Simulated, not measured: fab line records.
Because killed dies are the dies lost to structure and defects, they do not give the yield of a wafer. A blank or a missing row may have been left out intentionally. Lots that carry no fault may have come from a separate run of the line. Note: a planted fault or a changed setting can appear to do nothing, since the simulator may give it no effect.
fab line records	flow nand-harc
record lots=11	wafers=33	last-day=23
route steps=1159 shown A_STAIRCASE@547 END@1159
lots that met no fault: taken from a fault-free run of the same line
start-h: the number of hours between the record's first day and the start of the first shown wafer of the lot	wait-h: how many hours have passed since the lot's step before this one	" as in the row above	L1.1+2: a row that stands for several wafers	- no value, or no start given	* or withheld: withheld	< > ~ a bound
route shown NAME@n: names a module that has steps shown in the file, with the first one's number in the route	usual: mean/standard deviation of fault-free wafers	same: alike in all rows	chamber/n: place in a boat	sites: per-site readings	_std_site: the standard deviation of these	_edge_site: inner sites' mean taken away from outer sites' mean	radius-mm: how far each site lies from the wafer's centre	mask NAME#n: copy n	behind: the tool/chamber that last shaped the wafer	hold: why the lot went on hold/how many hours it stayed there/how the hold came to an end	device: whichever transistor did not switch (one of n, p or np)	end of line: the route-end tests of the same wafers	step lacking rows: just its recipe	killed: dies lost to structure and defects at the first sort, not the wafer's yield	map: the dies of a wafer, with x for killed, . for not killed, _ for no die there
set.NAME: the setting the step ran with; set.NAME@STEP: the setting that earlier step ran with	model.NAME: the simulator's own value behind a step, which no gauge read
a sample of lots followed through the steps of the route, with each step as a table and each wafer as a row
services: from which hour (start-h, from the record's first day; less than 0 if before it) a tool's chamber was out of use, for how many hours, and why
## steps
# step NHARC_A_STAIRCASE_DESCUM_11
# recipe time-s=3	o2-flow-sccm=200	ar-flow-sccm=0	bias-power-w=0	chemistry=O2
# usual drypump-motor-current-A=5.7/0.57	oes-product-au=0.999/0.0084	rf-vpp-V=57.8/0.92	showerhead-plenum-p-Torr=1.94/0.092	throttle-valve-pct=11.313/0.0095
lot.wafer	tool	chamber	start-h	wait-h	drypump-motor-current-A	oes-product-au	rf-hours-counter-h	rf-vpp-V	showerhead-plenum-p-Torr	throttle-valve-pct
L339.2	rie-diel-02	1	264.06	-	5.2	0.990	38	56.4	1.97	11.312
L339.6	"	1	"	"	5.2	0.998	-	58.9	1.97	11.303
L339.4	"	3	"	"	5.4	0.999	-	56.8	1.78	11.304
L341.1	rie-diel-08	3	272.25	-	6.3	0.994	50	55.3	1.97	11.319
L341.4	"	1	"	"	6.4	1.017	39	57.8	1.97	11.310
L341.6	"	3	"	"	6.3	1.009	-	56.7	1.97	11.313
L343.3	rie-diel-08	3	282.37	-	6.3	1.009	53	59.0	1.97	11.309
L343.4	"	0	"	"	6.0	0.999	60	58.1	1.98	11.307
L343.5	"	0	"	"	6.0	0.990	-	59.7	1.98	11.312
L345.1	rie-diel-02	1	299.56	-	5.2	1.003	53	56.4	1.97	11.308
L345.5	"	1	"	"	5.2	0.996	-	58.9	1.97	11.295
L345.6	"	2	"	"	6.3	1.011	-	58.4	1.93	11.309
L346.2	rie-diel-08	0	311.20	-	6.0	0.994	0	57.8	1.98	11.314
L346.4	"	1	"	"	6.4	0.999	0	58.0	1.96	11.313
L346.1	"	2	"	"	6.3	1.003	0	56.8	1.79	11.306
L347.3	rie-diel-08	1	311.25	-	6.5	1.006	0	58.1	1.96	11.310
L347.2	"	3	"	"	6.3	1.010	0	58.9	1.97	11.319
L347.6	"	1	"	"	6.5	1.002	-	56.8	1.96	11.318
L348.4	rie-diel-08	3	315.20	-	6.4	1.019	2	58.3	1.97	11.296
L348.1	"	1	"	"	6.5	1.001	2	57.9	1.96	11.307
L348.5	"	2	"	"	6.3	1.005	-	57.8	1.79	11.321
L350.4	rie-diel-07	2	324.89	-	5.0	0.989	33	59.5	1.92	11.306
L350.1	"	3	"	"	5.8	0.991	30	57.3	1.79	11.308
L350.6	"	0	"	"	4.8	1.000	-	58.4	2.07	11.308
L349.4	rie-diel-08	3	324.93	-	6.4	1.005	6	56.5	1.97	11.316
L349.2	"	1	"	"	6.5	1.005	5	58.9	1.96	11.322
L349.5	"	2	"	"	6.3	1.013	-	57.6	1.79	11.323
L352.1	rie-diel-08	3	335.94	-	6.4	1.001	11	58.2	1.96	11.314
L352.4	"	0	"	"	6.0	1.007	9	59.0	1.98	11.318
L352.6	"	1	"	"	6.5	0.986	-	59.3	1.96	11.323
L351.1	rie-diel-07	2	336.18	-	5.1	0.991	40	57.5	1.92	11.316
L351.3	"	0	"	"	4.7	0.994	37	60.3	2.06	11.318
L351.6	"	2	"	"	5.1	1.002	-	58.2	1.92	11.317
# step NHARC_A_STAIRCASE_TRIM_12
# recipe time-s=211.2	o2-flow-sccm=500	ar-flow-sccm=0	bias-w=0	chemistry=O2
# usual drypump-motor-current-A=5.7/0.58	oes-product-au=1.000/0.0083	rf-vpp-V=57.8/0.95	showerhead-plenum-p-Torr=3.57/0.17	throttle-valve-pct=17.036/0.0094
# same bias-w=0
lot.wafer	tool	chamber	start-h	wait-h	drypump-motor-current-A	oes-product-au	rf-hours-counter-h	rf-vpp-V	showerhead-plenum-p-Torr	throttle-valve-pct
L339.2	rie-diel-02	0	264.32	0.2	5.7	1.014	38	57.9	3.79	17.014
L339.6	"	3	"	"	5.4	1.008	-	56.9	3.29	17.041
L339.4	"	0	"	"	5.7	1.013	-	58.9	3.79	17.019
L341.1	rie-diel-08	2	272.32	0.1	6.3	1.007	59	57.8	3.32	17.041
L341.4	"	1	"	"	6.4	1.019	39	57.7	3.62	17.024
L341.6	"	2	"	"	6.3	1.009	-	57.7	3.32	17.027
L343.3	rie-diel-08	3	282.47	0.1	6.4	0.998	53	59.1	3.63	17.035
L343.4	"	1	"	"	6.5	1.011	42	58.3	3.62	17.039
L343.5	"	3	"	"	6.4	1.010	-	57.5	3.63	17.044
L345.1	rie-diel-02	1	299.66	0.1	5.3	1.007	53	58.4	3.62	17.031
L345.5	"	0	"	"	5.7	1.002	-	59.9	3.78	17.039
L345.6	"	1	"	"	5.3	0.995	-	57.0	3.62	17.040
L346.4	rie-diel-08	0	311.29	0.1	5.9	0.999	0	58.7	3.65	17.051
L346.1	"	1	"	"	6.5	1.008	0	58.0	3.61	17.033
L346.2	"	2	"	"	6.3	1.006	0	56.8	3.31	17.033
L347.2	rie-diel-08	0	311.38	0.1	6.0	0.992	0	58.0	3.65	17.021
L347.3	"	2	"	"	6.3	0.997	0	56.8	3.31	17.033
L347.6	"	0	"	"	6.0	1.001	-	58.5	3.65	17.045
L348.1	rie-diel-08	2	315.42	0.2	6.3	0.994	2	56.4	3.31	17.030
L348.4	"	1	"	"	6.4	1.003	2	57.3	3.61	17.032
L348.5	"	3	"	"	6.3	1.000	-	55.3	3.62	17.040
L350.1	rie-diel-07	1	324.96	0.1	4.8	0.995	33	58.8	3.57	17.038
L350.4	"	0	"	"	4.8	0.998	30	58.0	3.79	17.037
L350.6	"	2	"	"	5.1	1.000	-	58.4	3.55	17.041
L349.2	rie-diel-08	3	325.04	0.1	6.4	1.010	6	58.2	3.62	17.048
L349.4	"	0	"	"	6.0	0.997	5	56.3	3.64	17.030
L349.5	"	1	"	"	6.4	1.004	-	58.6	3.61	17.031
L352.4	rie-diel-08	3	336.04	0.1	6.4	1.012	12	58.7	3.62	17.040
L352.1	"	0	"	"	5.9	1.000	9	56.2	3.64	17.049
L352.6	"	2	"	"	6.3	1.006	-	57.5	3.31	17.041
L351.1	rie-diel-07	0	336.27	0.1	4.8	1.005	37	59.5	3.79	17.033
L351.3	"	3	"	"	5.8	0.998	38	56.7	3.31	17.055
L351.6	"	1	"	"	4.8	0.990	-	58.4	3.57	17.037
# step NHARC_A_STAIRCASE_ETCH_15
# recipe target-depth-a=1000	time-s=40.5	ion-energy-ev=400	c4f8-flow-sccm=20	o2-flow-sccm=10	ar-flow-sccm=withheld	rf-w=600	bias-w=1000	chemistry=C4F8/O2
# usual bias-w=1000.3/2.7	oes-product-au=0.941/0.01	rf-vpp-V=898/5.8	run-length-s=61.8/0.38
lot.wafer	tool	chamber	start-h	wait-h	bias-w	oes-product-au	rf-hours-counter-h	rf-vpp-V	run-length-s
L339.2	rie-diel-02	0	265.01	-	996.9	0.934	38	906	61.5
L339.4	"	1	"	"	1002.1	0.933	-	900	62.0
L339.6	"	0	"	"	1001.3	0.937	-	904	61.9
L341.1	rie-diel-08	1	272.72	-	1000.6	0.975	39	899	61.2
L341.4	"	2	"	"	1003.7	0.941	59	889	62.0
L341.6	"	3	"	"	1003.5	0.941	-	900	61.4
L343.3	rie-diel-08	1	282.84	-	998.8	0.943	42	898	61.4
L343.4	"	2	"	"	997.9	0.932	62	889	62.4
L343.5	"	1	"	"	1001.7	0.948	-	899	61.4
L345.1	rie-diel-02	2	300.04	-	993.6	0.943	43	896	61.5
L345.5	"	0	"	"	1000.1	0.944	-	904	61.4
L345.6	"	1	"	"	995.6	0.944	-	899	61.8
L346.4	rie-diel-08	1	311.73	-	998.2	0.958	0	899	61.5
L346.2	"	2	"	"	1001.6	0.948	0	888	62.2
L346.1	"	3	"	"	996.6	0.940	0	900	61.6
L347.2	rie-diel-08	3	311.84	-	1001.7	0.938	0	900	61.5
L347.3	"	1	"	"	1002.1	0.938	0	899	61.5
L347.6	"	2	"	"	1000.7	0.939	-	888	62.1
L348.4	rie-diel-08	3	315.81	-	1000.2	0.933	2	899	61.8
L348.1	"	0	"	"	1000.4	0.944	2	900	61.8
L348.5	"	2	"	"	-	0.946	-	887	48.9
L350.1	rie-diel-07	1	325.34	-	1005.9	0.939	34	897	62.3
L350.4	"	0	"	"	1003.7	0.950	30	905	62.6
L350.6	"	1	"	"	999.7	0.925	-	898	61.5
L349.4	rie-diel-08	1	325.40	-	1002.6	0.971	5	899	61.8
L349.2	"	3	"	"	-	0.944	6	900	48.6
L349.5	"	1	"	"	-	0.964	-	899	48.4
L352.1	rie-diel-08	3	336.61	-	1005.4	0.939	12	899	61.3
L352.4	"	0	"	"	1001.5	0.923	10	900	61.5
L352.6	"	3	"	"	-	0.939	-	899	48.1
L351.3	rie-diel-07	1	336.82	-	996.9	0.942	40	898	62.2
L351.1	"	2	"	"	998.8	0.939	41	895	62.0
L351.6	"	2	"	"	1001.7	0.940	-	897	62.0
# step NHARC_A_STAIRCASE_TRIM_16
# recipe time-s=211.2	o2-flow-sccm=500	ar-flow-sccm=0	bias-w=0	chemistry=O2
# usual drypump-motor-current-A=5.7/0.59	oes-product-au=0.999/0.007	rf-vpp-V=57.8/0.98	showerhead-plenum-p-Torr=3.57/0.16	throttle-valve-pct=17.036/0.0094
# same bias-w=0
lot.wafer	tool	chamber	start-h	wait-h	drypump-motor-current-A	oes-product-au	rf-hours-counter-h	rf-vpp-V	showerhead-plenum-p-Torr	throttle-valve-pct
L339.2	rie-diel-02	1	-	-	5.3	1.009	39	58.3	3.63	17.040
L339.4	"	3	"	"	5.4	1.009	-	57.4	3.29	17.050
L339.6	"	0	"	"	5.7	0.989	-	57.9	3.79	17.027
L341.1	rie-diel-08	3	-	-	6.3	1.014	50	56.8	3.63	17.032
L341.4	"	0	"	"	5.9	0.995	56	58.2	3.65	17.030
L341.6	"	3	"	"	6.4	1.002	-	58.0	3.63	17.029
L343.3	rie-diel-08	0	-	-	6.0	0.989	60	58.5	3.65	17.026
L343.4	"	1	"	"	6.5	1.005	42	57.8	3.62	17.023
L343.5	"	3	"	"	6.4	1.007	-	57.5	3.63	17.058
L345.1	rie-diel-02	0	-	-	5.7	0.995	53	58.9	3.78	17.045
L345.6	"	0	"	"	5.7	1.002	-	58.4	3.78	17.039
L345.5	"	1	"	"	5.3	0.993	-	58.1	3.62	17.055
L346.2	rie-diel-08	3	-	-	6.4	1.004	0	57.2	3.62	17.039
L346.4	"	0	"	"	6.0	1.001	0	58.3	3.65	17.034
L346.1	"	1	"	"	6.5	1.000	0	57.4	3.61	17.040
L347.2	rie-diel-08	1	-	-	6.5	1.016	1	60.1	3.61	17.032
L347.3	"	2	"	"	6.3	1.014	1	56.5	3.31	17.038
L347.6	"	0	"	"	6.0	0.991	-	56.6	3.65	17.027
L348.4	rie-diel-08	3	-	-	6.3	1.003	2	55.7	3.62	17.044
L348.1	"	0	"	"	6.0	0.999	2	59.4	3.65	17.037
L348.5	"	1	"	"	6.5	1.004	-	56.9	3.61	17.029
L350.1	rie-diel-07	2	-	-	5.1	0.997	33	57.1	3.55	17.038
L350.4	"	0	"	"	4.7	0.999	31	56.3	3.79	17.044
L350.6	"	2	"	"	5.1	0.992	-	57.2	3.55	17.044
L349.2	rie-diel-08	3	-	-	6.4	1.000	6	57.4	3.62	17.038
L349.4	"	2	"	"	6.3	1.003	6	57.2	3.31	17.042
L349.5	"	0	"	"	5.9	0.997	-	58.6	3.64	17.046
L352.1	rie-diel-08	2	-	-	6.3	1.013	14	58.8	3.31	17.026
L352.4	"	0	"	"	5.9	1.015	10	57.3	3.64	17.020
L352.6	"	2	"	"	6.3	1.005	-	56.3	3.31	17.036
L351.3	rie-diel-07	0	-	-	4.7	0.999	37	58.4	3.79	17.035
L351.1	"	1	"	"	4.8	0.991	40	55.9	3.57	17.017
L351.6	"	0	"	"	4.8	1.001	-	60.6	3.79	17.037
# step NHARC_END_SORT_01
# recipe temp-c=25
# usual killed-at-array=26/9.9	killed-at-other=0.8/1	killed-at-periphery=2.8/2.2	killed-dies=29/9.9	killed-open=3.2/1.8	killed-short=2.1/1.4
# same gross-dies=677
lot.wafer	tool	chamber	start-h	wait-h	killed-at-array	killed-at-other	killed-at-periphery	killed-dies	killed-open	killed-short
L341.1	prober-02	0	480.93	2.5	39	0	2	41	6	1
L341.4	prober-02	0	483.31	3.4	31	2	0	33	3	1
L341.6	prober-02	0	484.90	4.0	43	1	0	44	6	1
L348.1	prober-01	0	512.10	2.5	12	0	1	13	2	2
L348.4	prober-01	0	514.50	3.4	21	0	1	22	6	4
L348.5	prober-01	0	515.30	3.7	674	0	3	677	6	7
L349.2	prober-02	0	526.03	2.8	669	1	7	677	2	2
L349.4	prober-02	0	527.61	3.4	34	0	7	41	6	0
L349.5	prober-02	0	528.40	3.7	675	0	2	677	3	2
L352.1	prober-02	0	540.66	2.5	29	2	4	35	4	2
L352.4	prober-02	0	543.09	3.4	12	2	3	17	2	2
L352.6	prober-02	0	544.71	4.1	675	1	1	677	0	2
# killed by level:class
L341.1 A_CHANNEL_HOLE_D1:chamber-film-flake=17 A_SLIT:chamber-film-flake=11 A_STAIRCASE:chamber-film-flake=3 A_WL_FILL:geometric-particle:open=2 A_CONTACT:chamber-film-flake=2 P_CONTACT:geometric-particle:open=1 P_M0:geometric-particle:open=1 A_ONON_D1:geometric-particle:short=1
L341.4 A_CHANNEL_HOLE_D1:chamber-film-flake=12 A_SLIT:chamber-film-flake=12 A_CONTACT:geometric-particle:open=2 A_CONTACT:chamber-film-flake=2 THIN_TSV:chamber-film-flake=2 A_SGD_CUT:geometric-particle:short=1 A_WL_FILL:geometric-particle:open=1 A_STAIRCASE:chamber-film-flake=1
L341.6 A_SLIT:chamber-film-flake=16 A_CHANNEL_HOLE_D1:chamber-film-flake=12 A_CONTACT:chamber-film-flake=4 A_CONTACT:geometric-particle:open=3 A_STAIRCASE:chamber-film-flake=3 A_CHANNEL_FILL_D1:geometric-particle:open=2 A_CHANNEL_FILL_D1:geometric-particle:short=1 A_M1:geometric-particle:open=1
L348.1 A_CHANNEL_HOLE_D1:chamber-film-flake=4 A_WL_FILL:chamber-film-flake=2 P_M0:geometric-particle:open=1 A_ONON_D1:geometric-particle:short=1 A_SGD_CUT:geometric-particle:open=1 A_WL_FILL:geometric-particle:short=1 A_CHANNEL_FILL_D1:chamber-film-flake=1 A_STAIRCASE:chamber-film-flake=1
L348.4 A_CHANNEL_HOLE_D1:chamber-film-flake=4 A_CONTACT:chamber-film-flake=4 A_CHANNEL_FILL_D1:geometric-particle:open=3 A_WL_FILL:geometric-particle:open=2 A_STAIRCASE:chamber-film-flake=2 P_M1:geometric-particle:short=1 A_ONON_D1:geometric-particle:short=1 A_CHANNEL_FILL_D1:geometric-particle:short=1
L348.5 A_STAIRCASE:area-etch=655 A_CONTACT:chamber-film-flake=3 P_GATE:geometric-particle:open=2 A_CHANNEL_FILL_D1:geometric-particle:short=2 A_SGD_CUT:geometric-particle:short=2 A_WL_FILL:geometric-particle:short=2 A_CONTACT:geometric-particle:open=2 A_CHANNEL_HOLE_D1:chamber-film-flake=2
L349.2 A_STAIRCASE:area-etch=643 A_SLIT:chamber-film-flake=17 P_CONTACT:chamber-film-flake=5 A_WL_FILL:chamber-film-flake=4 A_CONTACT:chamber-film-flake=2 P_GATE:geometric-particle:open=1 A_ONON_D1:geometric-particle:open=1 A_CHANNEL_HOLE_D1:geometric-particle:short=1
L349.4 A_SLIT:chamber-film-flake=13 A_CHANNEL_HOLE_D1:chamber-film-flake=7 A_CONTACT:chamber-film-flake=5 P_CONTACT:chamber-film-flake=3 A_STAIRCASE:chamber-film-flake=3 P_GATE:geometric-particle:open=2 A_CONTACT:geometric-particle:open=2 A_WL_FILL:chamber-film-flake=2
L349.5 A_STAIRCASE:area-etch=650 A_SLIT:chamber-film-flake=12 A_CONTACT:chamber-film-flake=4 A_CHANNEL_HOLE_D1:chamber-film-flake=3 A_STAIRCASE:chamber-film-flake=3 P_M1:geometric-particle:open=1 P_M1:geometric-particle:short=1 A_STAIRCASE:geometric-particle:open=1
L352.1 A_CHANNEL_HOLE_D1:chamber-film-flake=12 A_CONTACT:chamber-film-flake=11 P_STI:chamber-film-flake=2 A_M1:chamber-film-flake=2 P_M0:geometric-particle:open=1 P_M0:geometric-particle:short=1 A_STAIRCASE:geometric-particle:open=1 A_STAIRCASE:geometric-particle:short=1
L352.4 A_CONTACT:chamber-film-flake=4 P_STI:chamber-film-flake=2 A_CHANNEL_HOLE_D1:chamber-film-flake=2 A_M1:chamber-film-flake=2 THIN_TSV:chamber-film-flake=2 A_ONON_D1:geometric-particle:short=1 A_WL_FILL:geometric-particle:short=1 A_WL_FILL:geometric-particle:open=1
L352.6 A_STAIRCASE:area-etch=660 A_CHANNEL_HOLE_D1:chamber-film-flake=6 A_CONTACT:chamber-film-flake=5 A_STAIRCASE:chamber-film-flake=2 A_ONON_D1:geometric-particle:short=1 A_CONTACT:geometric-particle:short=1 P_GATE:chamber-film-flake=1 THIN_TSV:chamber-film-flake=1
## services
tool	chamber	start-h	hours	kind
rie-diel-02	2	253.28	25.0	repair
rie-diel-08	0	257.16	-	clean
rie-diel-08	1	257.16	-	clean
rie-diel-08	2	257.16	-	clean
rie-diel-08	3	257.16	-	clean
rie-diel-02	0	257.81	-	clean
rie-diel-08	0	281.71	-	clean
rie-diel-08	1	281.71	-	clean
rie-diel-08	2	281.71	-	clean
rie-diel-08	3	281.71	-	clean
rie-diel-08	-	301.80	9.0	pm
rie-diel-08	0	301.80	9.0	vent-cycle
rie-diel-08	1	301.80	9.0	vent-cycle
rie-diel-08	2	301.80	9.0	vent-cycle
rie-diel-08	3	301.80	9.0	vent-cycle
rie-diel-08	0	310.80	-	clean
rie-diel-08	0	310.80	-	consumable-replace:focus-ring
rie-diel-08	1	310.80	-	clean
rie-diel-08	2	310.80	-	clean
rie-diel-08	3	310.80	-	clean
rie-diel-08	0	335.36	-	clean
rie-diel-08	1	335.36	-	clean
rie-diel-08	2	335.36	-	clean
rie-diel-08	3	335.36	-	clean
## key
first-sign step=NHARC_A_STAIRCASE_ETCH_15	reading=run-length-s	direction=down	sigmas=35	usual=*	struck=*
effect step=NHARC_END_SORT_01	reading=killed-at-array	direction=up	sigmas=65	usual=26	struck=673
more-kills-born-at NHARC_A_STAIRCASE_ETCH_15@rie-diel-08=2608
met-at NHARC_A_STAIRCASE_ETCH_15
struck-lots L348,L349,L352
struck-wafers L348.5,L349.2,L349.5,L352.6
later-rows-left-out L348.5,L349.2,L349.5,L352.6
tester-left-out L348,L349,L352
not-acting-at NHARC_A_STAIRCASE_DESCUM_11,NHARC_A_STAIRCASE_TRIM_12,NHARC_A_STAIRCASE_TRIM_16
onset-between 311.84 315.81
fault kind=process-parameter-drift	tool=rie-diel-08	chamber=-	onset-h=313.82	steps=NHARC_A_STAIRCASE_ETCH_15	channel=time-s	offset=*	shape=step	end-h=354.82	scope=struck-wafers-only	acts-in=*	stated=*
# tester-left-out: of these lots the tester's yield and bins aren't shown, on N5 and GAA mostly nor the transistor test; their killed dies are dies lost to structure and defects alone, not to doping, threshold or leakage, so they don't give the yield
# later-rows-left-out: the simulator's readings of these wafers behind a module that went badly wrong aren't trusted and aren't shown, but for the sort
